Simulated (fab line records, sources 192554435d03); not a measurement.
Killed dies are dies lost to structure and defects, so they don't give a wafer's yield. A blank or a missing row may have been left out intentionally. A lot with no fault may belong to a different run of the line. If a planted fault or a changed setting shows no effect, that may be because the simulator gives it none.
What tool caused it?	flow n5 finfet	Sampling: 9 lots, 25 wafers, 5 of 1938 route steps

== WHAT EACH GAUGE READ, for each wafer ==
N5_BEOL_M4_RC_MEAS_101.
lot	measured	on	DIBL_N (mV/V)	DIBL_P (mV/V)	IOFF_N (nA/um)	IOFF_P (nA/um)	ION_N (uA/um)	ION_P (uA/um)	SS_N (mV/dec)	SS_P (mV/dec)	VT_N (mV)	VT_P (mV)
L342	day 9 15:42	prober-02	33.4 30.8 33.7	33.8 32.2 34.7	0.13 0.10 0.14	0.17 0.16 0.19	678 659 679	460 462 465	70.8 70.2 70.8	72.1 72.1 72.4	252 257 249	-251 -254 -253
L343	day 9 10:32	prober-01	38.5 39.2	37.1 37.9	0.18 0.21	0.22 0.24	671 679	458 458	72.7 71.8	73.8 73.9	247 248	-250 -246
L344	day 9 15:58	prober-01	37.4 36.3 33.0	36.8 36.0 32.4	0.14 0.13 0.09	0.21 0.20 0.15	676 670 649	465 468 456	71.4 71.3 70.2	73.0 72.5 72.0	254 252 257	-247 -250 -251
L349	day 11 00:42	prober-01	38.1 38.7 37.8	37.4 40.3 39.1	0.20 0.22 0.19	0.21 0.26 0.23	667 690 677	455 466 459	72.1 71.9 71.7	73.1 74.4 73.5	250 244 248	-252 -246 -252
L356	day 13 11:36	prober-02	35.1 35.3 35.8	36.3 35.5 37.0	0.15 0.15 0.16	0.22 0.19 0.23	664 677 677	461 457 463	71.1 70.9 71.8	73.1 73.1 73.0	248 251 250	-250 -252 -248
L357	day 13 15:56	prober-02	34.0 34.9	34.4 34.8	0.13 0.14	0.17 0.18	664 663	454 455	71.3 72.2	72.1 72.4	252 252	-252 -253
L358	day 13 14:39	prober-01	36.3 32.1 32.0	34.9 30.5 30.6	0.13 0.09 0.09	0.19 0.14 0.14	659 651 647	452 450 452	71.5 69.7 69.8	73.4 72.0 71.9	252 258 259	-250 -256 -254
L361	day 14 04:13	prober-01	36.3 36.5 39.1	35.8 36.5 39.1	0.16 0.16 0.21	0.18 0.19 0.23	681 684 696	460 460 462	71.5 71.9 71.9	72.7 73.1 73.3	248 253 245	-254 -252 -251
L363	day 15 02:20	prober-02	37.0 37.4 35.2	38.6 39.4 37.4	0.19 0.20 0.17	0.23 0.23 0.21	689 696 681	460 470 468	71.7 72.3 71.6	74.1 73.4 73.8	247 247 250	-250 -251 -251

== EACH LOT AND THE TOOL THAT RAN IT (in order: tool; ch and the chambers of the sampled wafers; start) ==
lot	N5_BEOL_M1_STRIP_66	N5_BEOL_M1_HM_OPEN_17	N5_BEOL_M1_ETCH_69	N5_BEOL_M1_ALD_98
L342	rie diel-02 ch 0,3, day 6 11:42	rie metal-03 ch 0,1, day 6 11:44	rie diel-02 ch 1,2,3, day 6 12:38	ald sin-02 ch 1,2,3, day 6 13:08
L343	rie diel-01 ch 1,2, day 6 15:04	rie metal-01 ch 1, day 6 15:07	rie diel-05 ch 1,3, day 6 15:48	ald sin-03 ch 0,2, day 6 15:53
L344	rie diel-01 ch 1,2,3, day 6 15:33	rie metal-01 ch 0,1, day 6 15:35	rie diel-02 ch 1,2,3, day 6 16:23	ald sin-03 ch 1,2,3, day 6 16:30
L349	rie diel-01 ch 0,3, day 8 01:21	rie metal-02 ch 0, day 8 01:23	rie diel-01 ch 1,3, day 8 02:04	ald sin-03 ch 0,1,2, day 8 02:08
L356	rie diel-02 ch 0,2, day 10 04:19	rie metal-03 ch 0,1, day 10 04:22	rie diel-01 ch 0,2, day 10 05:19	ald sin-02 ch 0,1,2, day 10 05:39
L357	rie diel-01 ch 3, day 10 04:44	rie metal-02 ch 1, day 10 04:47	rie diel-01 ch 2,3, day 10 05:37	ald sin-02 ch 0, day 10 05:50
L358	rie diel-02 ch 0,1,2, day 10 08:41	rie metal-01 ch 0,1, day 10 08:44	rie diel-05 ch 0,2,3, day 10 09:24	ald sin-01 ch 0,1, day 10 09:37
L361	rie diel-05 ch 0,2, day 11 04:01	rie metal-03 ch 1, day 11 04:07	rie diel-05 ch 0,2, day 11 04:49	ald sin-02 ch 0,1,3, day 11 04:54
L363	rie diel-02 ch 0,1, day 11 13:29	rie metal-02 ch 0,1, day 11 13:33	rie diel-05 ch 0,2, day 11 14:13	ald sin-02 ch 2,3, day 11 14:19
- N5_BEOL_M1_STRIP_66: strips in CF4.
- N5_BEOL_M1_HM_OPEN_17: chemistry Cl2/BCl3, target TiN, target depth 20 nm, overetch 6 nm.
- N5_BEOL_M1_ETCH_69: etches SiARC in CF4, target depth 15.6 nm, time 26 s.
- N5_BEOL_M1_ALD_98: deposits SiO2, target thk 2.5 nm, pulse time 1 s, co reactant pulse time 1 s.

== AS READ BY THE TOOLS THEMSELVES (means over the sampled wafers that have a number; for cases with no such wafer, the mark the record gives instead) ==
N5_BEOL_M1_STRIP_66.
lot	tool	cf4 flow sccm (sccm)	drypump motor current A (A)	oes product au (a.u.)	rf vpp V (V)	showerhead plenum p Torr (Torr)	throttle valve pct (%)
L342	rie diel-02	149.3	5.7	0.82	272.2	1.88	13.75
L343	rie diel-01	149.9	5.8	0.69	270.6	1.77	13.96
L344	rie diel-01	150.1	5.8	0.75	271.4	1.79	13.82
L349	rie diel-01	150.3	6.1	0.86	272.2	1.83	13.67
L356	rie diel-02	149.9	6.0	0.70	271.5	1.81	13.80
L357	rie diel-01	149.8	5.8	0.84	271.6	1.82	13.61
L358	rie diel-02	150.4	5.8	0.77	271.9	1.83	13.67
L361	rie diel-05	150.1	5.7	0.70	270.8	1.81	13.80
L363	rie diel-02	150.2	5.6	0.83	272.8	1.84	13.55

N5_BEOL_M1_HM_OPEN_17.
lot	tool	drypump motor current A (A)	oes product au (a.u.)	throttle valve pct (%)
L342	rie metal-03	5.2	0.59	22.19
L343	rie metal-01	5.0	0.54	22.23
L344	rie metal-01	6.2	0.62	22.38
L349	rie metal-02	5.7	0.75	21.80
L356	rie metal-03	5.2	0.58	22.19
L357	rie metal-02	5.9	0.56	22.30
L358	rie metal-01	6.2	0.61	22.38
L361	rie metal-03	5.1	0.64	21.97
L363	rie metal-02	5.8	0.61	22.14

N5_BEOL_M1_ETCH_69.
lot	tool	cf4 flow sccm (sccm)	drypump motor current A (A)	etch rf on time s (s)	oes product au (a.u.)	rf vpp V (V)	showerhead plenum p Torr (Torr)	throttle valve pct (%)
L342	rie diel-02	100.0	6.0	26.3	0.65	185.2	2.20	15.57
L343	rie diel-05	100.2	5.9	25.8	0.64	184.1	2.17	15.74
L344	rie diel-02	100.0	6.1	26.2	0.66	185.5	2.20	15.58
L349	rie diel-01	100.2	5.8	25.6	0.65	183.9	2.19	15.92
L356	rie diel-01	100.0	6.0	25.3	0.79	185.2	2.24	15.54
L357	rie diel-01	99.8	5.8	25.6	0.77	184.9	2.21	15.54
L358	rie diel-05	100.0	5.6	26.5	0.59	184.5	2.15	15.79
L361	rie diel-05	100.1	5.8	26.3	0.60	184.1	2.16	15.78
L363	rie diel-05	100.4	5.7	26.0	0.59	183.0	2.16	15.79

N5_BEOL_M1_ALD_98.
lot	tool	chamber pressure Torr (Torr)	heater power w (W)	precursor pulse height rel	susceptor temp C (C)
L342	ald sin-02	2.001	88	0.992	100.07
L343	ald sin-03	2.005	82	0.980	99.81
L344	ald sin-03	2.004	75	0.994	100.09
L349	ald sin-03	1.999	81	1.007	100.81
L356	ald sin-02	2.004	85	0.991	99.90
L357	ald sin-02	1.998	81	1.006	99.90
L358	ald sin-01	1.999	86	1.018	100.00
L361	ald sin-02	2.006	86	1.009	100.04
L363	ald sin-02	2.004	83	1.020	100.00

== THE ANSWER, worked out from the rows above alone ==
Rule: what is usual is taken from the lots themselves. Put in order of their means at a reading, lots are off if they are a third of the lots or fewer, leave a main group of 4 or more, and stand apart from it by a gap of 3 or more times the standard deviation of the main group's means; of several such gaps the widest counts. Not used: any main group whose means are identical at the precision the tables above print for the reading. Also off: a lot with no number at a reading for which 4 or more lots have one. Where the step has rows for the other lots, those lots are counted as sound. After the gauges, taken in route order, come the tools' own readings; for these a lot's mean is taken, as printed above. At the first step where some lot is off, the reading lying furthest off is the one used; lots without a number count as furthest.
Off: L349 (N5_BEOL_M1_HM_OPEN_17, oes product au). The main group: mean 0.59 a.u., standard deviation 0.031.
If a tool, at that step or one of the process steps before it, ran each lot that is off and ran no sound lot following the first of them, it fits. No candidate that was tried fits.

== WHAT THE SIMULATOR HAD INSERTED ==
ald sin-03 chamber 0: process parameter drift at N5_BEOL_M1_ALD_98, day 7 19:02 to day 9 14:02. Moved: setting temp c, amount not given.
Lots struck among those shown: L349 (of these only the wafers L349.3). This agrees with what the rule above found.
